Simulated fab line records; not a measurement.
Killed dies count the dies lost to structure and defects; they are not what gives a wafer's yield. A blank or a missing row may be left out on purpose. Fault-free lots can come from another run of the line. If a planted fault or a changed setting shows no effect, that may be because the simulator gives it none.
Matching of chambers || flow n5 finfet || N5_BEOL_M3_ALD_98 on ald sin-02: 4 sister chambers
The step deposits SiO2, target thk 2.5 nm, pulse time 1 s, co reactant pulse time 1 s. 16 wafers are shown with their chamber, then 8 later ones without.

== WAFERS PAIRED WITH THEIR CHAMBERS ==
{"wafer": "L074.2", "chamber": 0, "heater power w (W)": 82, "precursor pulse height rel": 1.039}
{"wafer": "L074.3", "chamber": 2, "heater power w (W)": 80, "precursor pulse height rel": 1.025}
{"wafer": "L074.6", "chamber": 1, "heater power w (W)": 95, "precursor pulse height rel": 0.982}
{"wafer": "L076.1", "chamber": 1, "heater power w (W)": 94, "precursor pulse height rel": 1.003}
{"wafer": "L076.4", "chamber": 2, "heater power w (W)": 79, "precursor pulse height rel": 0.952}
{"wafer": "L076.6", "chamber": 2, "heater power w (W)": 76, "precursor pulse height rel": 1.013}
{"wafer": "L079.1", "chamber": 0, "heater power w (W)": 82, "precursor pulse height rel": 0.999}
{"wafer": "L079.2", "chamber": 1, "heater power w (W)": 91, "precursor pulse height rel": 1.026}
{"wafer": "L079.4", "chamber": 2, "heater power w (W)": 78, "precursor pulse height rel": 1.003}
{"wafer": "L086.1", "chamber": 2, "heater power w (W)": 77, "precursor pulse height rel": 0.964}
{"wafer": "L086.2", "chamber": 1, "heater power w (W)": 90, "precursor pulse height rel": 1.002}
{"wafer": "L086.5", "chamber": 2, "heater power w (W)": 75, "precursor pulse height rel": 0.965}
{"wafer": "L087.3", "chamber": 0, "heater power w (W)": 81, "precursor pulse height rel": 1.011}
{"wafer": "L087.4", "chamber": 2, "heater power w (W)": 77, "precursor pulse height rel": 1.021}
{"wafer": "L087.6", "chamber": 3, "heater power w (W)": 65, "precursor pulse height rel": 1.018}
{"wafer": "L089.1", "chamber": 1, "heater power w (W)": 90, "precursor pulse height rel": 1.035}

SIGNATURES, as means of the wafers listed above
{"reading": "heater power w", "chamber 0": 81.67, "chamber 1": 92.00, "chamber 2": 77.43, "chamber 3": 65.00, "scatter within a chamber": 1.83}
{"reading": "precursor pulse height rel", "chamber 0": 1.01633, "chamber 1": 1.00960, "chamber 2": 0.99186, "chamber 3": 1.01800, "scatter within a chamber": 0.0262}
Rule: for each reading, subtract the chamber's mean from the wafer's reading, divide by that reading's scatter and square the result; add these up over the readings and take the root, which gives the wafer's distance from the chamber. The wafer belongs to the nearest chamber; if the next one is less than 2 further off, it can't be placed. The scatter is the square root of a quotient: the sum, over the shown wafers, of each reading's squared deviation from its chamber's mean, divided by wafers minus chambers.

== WAFERS MISSING THEIR CHAMBER ==
{"wafer": "L089.2", "heater power w (W)": 65, "precursor pulse height rel": 0.988}
{"wafer": "L089.4", "heater power w (W)": 77, "precursor pulse height rel": 0.997}
{"wafer": "L092.2", "heater power w (W)": 64, "precursor pulse height rel": 0.980}
{"wafer": "L092.4", "heater power w (W)": 91, "precursor pulse height rel": 0.998}
{"wafer": "L092.6", "heater power w (W)": 80, "precursor pulse height rel": 1.005}
{"wafer": "L093.2", "heater power w (W)": 82, "precursor pulse height rel": 0.983}
{"wafer": "L093.5", "heater power w (W)": 82, "precursor pulse height rel": 1.003}
{"wafer": "L093.6", "heater power w (W)": 67, "precursor pulse height rel": 0.978}

== EACH ONE'S CHAMBER ==
{"wafer": "L089.2", "from the rows above": 3, "in truth": 3}
{"wafer": "L089.4", "from the rows above": 2, "in truth": 2}
{"wafer": "L092.2", "from the rows above": 3, "in truth": 3}
{"wafer": "L092.4", "from the rows above": 1, "in truth": 1}
{"wafer": "L092.6", "from the rows above": "can't be placed: 0 or 2", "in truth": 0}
{"wafer": "L093.2", "from the rows above": "can't be placed: 0 or 2", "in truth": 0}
{"wafer": "L093.5", "from the rows above": "can't be placed: 0 or 2", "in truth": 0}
{"wafer": "L093.6", "from the rows above": 3, "in truth": 3}
5 of 8 placed correctly. These rows do not allow placing 3 (true chamber among the candidates in 3). Placed wrongly: 0.
